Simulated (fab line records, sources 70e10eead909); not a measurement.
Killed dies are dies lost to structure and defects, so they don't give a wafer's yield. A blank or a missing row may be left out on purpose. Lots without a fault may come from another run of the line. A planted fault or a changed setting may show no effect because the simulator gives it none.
Which tool did it? | flow nand_harc | 13 lots, 39 wafers sampled, at 6 steps of a route of 1159

WHAT THE GAUGES READ, wafer by wafer
NHARC_P_ZERO_WELL_CD_MEAS_24: target cd 720 nm. Usual: cd_nm 719.5 nm, standard deviation 1.6.
lot  | measured    | on        | cd_nm (nm)        | flag
L211 | day 1 14:20 | cd_sem-01 | 723.5 723.8 718.8 |
L213 | day 2 02:41 | cd_sem-01 | 719.1 720.4 720.6 |
L214 | day 2 08:28 | cd_sem-03 | 718.2 719.5 721.4 |
L218 | day 3 08:35 | cd_sem-01 | 719.5 720.9 720.5 |
L220 | day 3 20:35 | cd_sem-01 | 718.5 719.5 715.4 |
L221 | day 4 02:35 | cd_sem-02 | 719.3 718.5 720.7 |
L222 | day 4 08:29 | cd_sem-03 | 720.9 720.2 720.7 |
L224 | day 4 20:28 | cd_sem-03 | 720.2 719.6 719.1 |
L226 | day 5 08:28 | cd_sem-03 | 718.5 719.3 715.1 |
L227 | day 5 14:28 | cd_sem-01 | 718.7 719.5 719.3 |
L231 | day 6 14:37 | cd_sem-02 | 720.3 718.1 720.1 |
L232 | day 6 20:34 | cd_sem-02 | 718.6 720.7 717.7 |
L233 | day 7 02:28 | cd_sem-01 | 718.3 718.3 718.3 |

NHARC_P_STI_OVL_MEAS_10. Usual: overlay_x_nm 0 nm, standard deviation 6.4; overlay_y_nm 1 nm, standard deviation 6.
lot  | measured    | on         | overlay_x_nm (nm) | overlay_y_nm (nm) | flag
L211 | day 2 11:10 | overlay-02 | -3 -4 -3          | -5 -5 -4          |
L213 | day 2 20:07 | overlay-02 | 14 14 14          | -3 -2 -3          |
L214 | day 3 06:04 | overlay-01 | -6 -6 -6          | -7 -7 -8          |
L218 | day 4 04:41 | overlay-01 | -1 -1 -1          | 5 6 5             |
L220 | day 4 21:19 | overlay-01 | -7 -7 -7          | 0 -1 0            |
L221 | day 4 21:10 | overlay-02 | -3 -3 -3          | -7 -7 -8          |
L222 | day 5 05:37 | overlay-01 | 4 4 4             | 2 2 2             |
L224 | day 5 18:54 | overlay-01 | -1 -2 -1          | -3 -4 -4          |
L226 | day 6 08:07 | overlay-01 | -6 -7 -7          | 9 9 9             |
L227 | day 6 13:56 | overlay-02 | -1 -1 -1          | 4 4 4             |
L231 | day 7 11:23 | overlay-01 | 2 1 1             | -6 -6 -6          |
L232 | day 7 23:05 | overlay-02 | -6 -6 -7          | 6 6 6             |
L233 | day 7 23:08 | overlay-02 | -1 0 -1           | -4 -5 -5          |

NHARC_P_STI_INSPECT_11. Usual: raw_defect_count 5, standard deviation 3.2.
lot  | measured    | on                | raw_defect_count | flag
L211 | day 2 11:13 | defect_inspect-01 | 4 6 2            |
L213 | day 2 20:08 | defect_inspect-02 | 3 9 4            |
L214 | day 3 06:05 | defect_inspect-02 | 4 2 4            |
L218 | day 4 04:44 | defect_inspect-01 | 5 4 2            |
L220 | day 4 21:22 | defect_inspect-02 | 1208 1224 1251   | OFF
L221 | day 4 21:11 | defect_inspect-02 | 1216 1145 1220   | OFF
L222 | day 5 05:40 | defect_inspect-01 | 1253 1215 1263   | OFF
L224 | day 5 18:56 | defect_inspect-02 | 5 7 8            |
L226 | day 6 08:09 | defect_inspect-01 | 11 9 4           |
L227 | day 6 13:58 | defect_inspect-01 | 7 7 7            |
L231 | day 7 11:25 | defect_inspect-02 | 5 4 6            |
L232 | day 7 23:08 | defect_inspect-02 | 5 4 2            |
L233 | day 7 23:10 | defect_inspect-02 | 6 4 7            |

NHARC_END_SORT_01. Usual: killed_at_array 28, standard deviation 11; killed_at_other 0.7, standard deviation 1.1; killed_at_periphery 2.9, standard deviation 2; killed_dies 32, standard deviation 11; killed_open 3.2, standard deviation 1.8; killed_short 2.0, standard deviation 1.4.
lot  | measured     | on        | killed_at_array | killed_at_other | killed_at_periphery | killed_dies | killed_open | killed_short | flag
L220 | day 21 21:52 | prober-01 | 26 29 23        | 1 0 0           | 532 531 543         | 559 560 566 | 0 3 2       | 0 1 1        | OFF
L221 | day 21 12:27 | prober-01 | 19 9 9          | 0 0 0           | 548 551 553         | 567 560 562 | 2 2 1       | 1 1 0        | OFF
L222 | day 22 13:45 | prober-02 | 9 11 18         | 1 1 2           | 560 538 554         | 570 550 574 | 1 1 2       | 2 0 0        | OFF

WHICH TOOL RAN EACH LOT (tool, then ch and the chambers of the sampled wafers, then the start)
lot  | NHARC_P_ZERO_WELL_DESCUM_13       | NHARC_P_STI_OXIDE_29
L211 | rie_diel-01 ch 0,1, day 1 13:16   | furnace-03 ch 0, day 1 23:35
L213 | rie_diel-13 ch 0,3, day 2 01:31   | furnace-05 ch 0, day 2 08:25
L214 | rie_diel-01 ch 0,1,3, day 2 07:25 | furnace-02 ch 0, day 2 18:34
L218 | rie_diel-13 ch 0,1,2, day 3 07:25 | furnace-03 ch 0, day 3 17:25
L220 | rie_diel-11 ch 0,1, day 3 19:25   | furnace-05 ch 0, day 4 09:44
L221 | rie_diel-13 ch 0,2,3, day 4 01:24 | furnace-05 ch 0, day 4 09:44
L222 | rie_diel-01 ch 1,2,3, day 4 07:17 | furnace-05 ch 0, day 4 18:13
L224 | rie_diel-01 ch 0,1, day 4 19:17   | furnace-03 ch 0, day 5 07:25
L226 | rie_diel-01 ch 1,2, day 5 07:24   | furnace-03 ch 0, day 5 19:00
L227 | rie_diel-13 ch 1,2,3, day 5 13:18 | furnace-03 ch 0, day 6 02:24
L231 | rie_diel-01 ch 0,1,3, day 6 13:26 | furnace-03 ch 0, day 6 23:52
L232 | rie_diel-11 ch 2,3, day 6 19:23   | furnace-03 ch 0, day 7 11:34
L233 | rie_diel-13 ch 0,2,3, day 7 01:17 | furnace-03 ch 0, day 7 11:34
- NHARC_P_ZERO_WELL_DESCUM_13: chemistry O2, time 3 s.
- NHARC_P_STI_OXIDE_29: material SiO2, target thk 10 nm, ox time 1362 s.

WHAT THE TOOLS THEMSELVES READ (means of the sampled wafers that have a number; where no wafer has one, the mark that the record gives instead)
NHARC_P_ZERO_WELL_DESCUM_13. Usual: drypump_motor_current_A 5.3 A, standard deviation 0.37; oes_product_au 0.998 a.u., standard deviation 0.0094; rf_vpp_V 57.7 V, standard deviation 0.88; showerhead_plenum_p_Torr 1.91 Torr, standard deviation 0.075; throttle_valve_pct 11.312 %, standard deviation 0.0096.
lot  | tool        | drypump_motor_current_A (A) | oes_product_au (a.u.) | rf_vpp_V (V) | showerhead_plenum_p_Torr (Torr) | throttle_valve_pct (%) | flag
L211 | rie_diel-01 | 4.9                         | 0.998                 | 57.7         | 1.92                            | 11.310                 |
L213 | rie_diel-13 | 5.5                         | 1.014                 | 58.0         | 1.97                            | 11.312                 |
L214 | rie_diel-01 | 5.0                         | 1.000                 | 57.4         | 1.88                            | 11.303                 |
L218 | rie_diel-13 | 5.4                         | 1.001                 | 58.0         | 1.94                            | 11.315                 |
L220 | rie_diel-11 | 5.2                         | 1.001                 | 57.7         | 1.89                            | 11.303                 |
L221 | rie_diel-13 | 5.3                         | 1.006                 | 57.8         | 1.94                            | 11.312                 |
L222 | rie_diel-01 | 5.3                         | 1.006                 | 58.0         | 1.87                            | 11.320                 |
L224 | rie_diel-01 | 4.8                         | 0.989                 | 58.5         | 1.92                            | 11.316                 |
L226 | rie_diel-01 | 5.1                         | 0.991                 | 58.0         | 1.91                            | 11.315                 |
L227 | rie_diel-13 | 5.6                         | 0.992                 | 56.8         | 1.89                            | 11.314                 |
L231 | rie_diel-01 | 5.0                         | 0.988                 | 57.7         | 1.88                            | 11.313                 |
L232 | rie_diel-11 | 5.6                         | 0.999                 | 58.1         | 1.91                            | 11.314                 |
L233 | rie_diel-13 | 5.3                         | 0.991                 | 58.2         | 1.94                            | 11.307                 |

NHARC_P_STI_OXIDE_29. Usual: spike_tc_top_C 907.0 C, standard deviation 2; zone_power_upper_pct 18.1 %, standard deviation 0.92.
lot  | tool       | spike_tc_top_C (C) | zone_power_upper_pct (%) | flag
L211 | furnace-03 | 905.8              | 18.8                     |
L213 | furnace-05 | 909.3              | 17.1                     |
L214 | furnace-02 | 909.2              | 17.0                     |
L218 | furnace-03 | 905.9              | 18.9                     |
L220 | furnace-05 | 909.7              | 16.9                     |
L221 | furnace-05 | 908.5              | 17.0                     |
L222 | furnace-05 | 910.1              | 17.0                     |
L224 | furnace-03 | 905.9              | 18.8                     |
L226 | furnace-03 | 905.3              | 18.7                     |
L227 | furnace-03 | 906.5              | 19.0                     |
L231 | furnace-03 | 905.8              | 19.1                     |
L232 | furnace-03 | 905.4              | 18.7                     |
L233 | furnace-03 | 906.5              | 18.8                     |

THE ANSWER, worked out from the rows above alone
Rule: a lot is off if the mean of its wafers that have a number lies more than 3 standard deviations from the usual mean. A lot without any number at a reading at which 4 lots or more have one is off too. The other lots that the step has rows for count as sound. The gauges are gone through in route order, then the tools' own readings, and for those a lot's mean is taken as printed above. The first step at which some lot is off is used, and at that step the reading that is off furthest; a lot without a number counts as furthest.
Off: L220, L221, L222, at NHARC_P_STI_INSPECT_11 (raw_defect_count).
A tool fits if, at a process step before that reading, it ran every lot that is off, and no sound lot after the first of them. The gauges at NHARC_P_STI_INSPECT_11 aren't tried: what is off there is off at NHARC_END_SORT_01 too, on other tools, and a gauge's error can't cause that. One fits: furnace-05 at NHARC_P_STI_OXIDE_29. Its last sound lot is L213 (day 2 08:25), its first lot that is off L220 (day 4 09:44): a fault that began between those two fits.

WHAT THE SIMULATOR HAD PUT IN
Chamber particle source: furnace-05, from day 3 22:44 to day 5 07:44, at NHARC_P_STI_OXIDE_29. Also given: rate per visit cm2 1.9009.
Lots struck among those shown: L220, L221, L222. The rule above found the same.
